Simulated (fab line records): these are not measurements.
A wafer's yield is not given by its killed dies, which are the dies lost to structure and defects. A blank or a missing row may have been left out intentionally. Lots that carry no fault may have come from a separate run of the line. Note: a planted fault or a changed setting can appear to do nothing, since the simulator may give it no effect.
Chamber matching / flow nand-harc / NHARC_A_CONTACT_ETCH_88 on rie-diel-03: 4 sister chambers
The step etches the open film in CF4, target depth 39 nm, time 65 s. 8 wafers are shown with their chamber, then 9 later ones without.

## WAFERS, EACH WITH ITS CHAMBER
wafer=L695.4; chamber=0; drypump-motor-current-A (A)=5.4; showerhead-plenum-p-Torr (Torr)=1.752
wafer=L695.5; chamber=3; drypump-motor-current-A (A)=5.3; showerhead-plenum-p-Torr (Torr)=1.757
wafer=L697.2; chamber=1; drypump-motor-current-A (A)=5.6; showerhead-plenum-p-Torr (Torr)=1.726
wafer=L697.3; chamber=2; drypump-motor-current-A (A)=6.3; showerhead-plenum-p-Torr (Torr)=1.708
wafer=L697.6; chamber=3; drypump-motor-current-A (A)=5.3; showerhead-plenum-p-Torr (Torr)=1.755
wafer=L704.3; chamber=0; drypump-motor-current-A (A)=5.4; showerhead-plenum-p-Torr (Torr)=1.748
wafer=L704.5; chamber=1; drypump-motor-current-A (A)=5.6; showerhead-plenum-p-Torr (Torr)=1.721
wafer=L704.6; chamber=2; drypump-motor-current-A (A)=6.4; showerhead-plenum-p-Torr (Torr)=1.705

## WAFERS MISSING THEIR CHAMBER
wafer=L711.2; drypump-motor-current-A (A)=5.6; showerhead-plenum-p-Torr (Torr)=1.718
wafer=L711.4; drypump-motor-current-A (A)=5.6; showerhead-plenum-p-Torr (Torr)=1.718
wafer=L711.6; drypump-motor-current-A (A)=5.4; showerhead-plenum-p-Torr (Torr)=1.745
wafer=L712.2; drypump-motor-current-A (A)=5.3; showerhead-plenum-p-Torr (Torr)=1.747
wafer=L712.4; drypump-motor-current-A (A)=5.4; showerhead-plenum-p-Torr (Torr)=1.744
wafer=L712.6; drypump-motor-current-A (A)=5.3; showerhead-plenum-p-Torr (Torr)=1.747
wafer=L713.4; drypump-motor-current-A (A)=5.4; showerhead-plenum-p-Torr (Torr)=1.743
wafer=L713.5; drypump-motor-current-A (A)=5.3; showerhead-plenum-p-Torr (Torr)=1.746
wafer=L713.6; drypump-motor-current-A (A)=6.4; showerhead-plenum-p-Torr (Torr)=1.700

## THE CHAMBER EACH PASSED THROUGH
wafer=L711.2; from the rows above=1; in truth=1
wafer=L711.4; from the rows above=1; in truth=1
wafer=L711.6; from the rows above=0; in truth=0
wafer=L712.2; from the rows above=can't be placed: 0 or 3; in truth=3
wafer=L712.4; from the rows above=0; in truth=0
wafer=L712.6; from the rows above=can't be placed: 0 or 3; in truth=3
wafer=L713.4; from the rows above=0; in truth=0
wafer=L713.5; from the rows above=can't be placed: 0 or 3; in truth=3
wafer=L713.6; from the rows above=2; in truth=2
Placed correctly: 6 of 9. Cannot be placed on the basis of these rows: 3; the candidates contain the true chamber in 3. Number placed wrongly: 0.
How it was worked out, from the rows above alone: a wafer's distance from a chamber is the root of the sum, over the readings, of the square of ((its reading less the chamber's mean) divided by the reading's scatter). If the next closest chamber is less than 2 further off than the closest, the wafer can't be placed; otherwise it belongs to the closest. For every chamber, the mean is computed from those of its wafers that are shown. The scatter: the root of (the sum of the squares of (reading less its chamber's mean) over the shown wafers, divided by (wafers less chambers)).
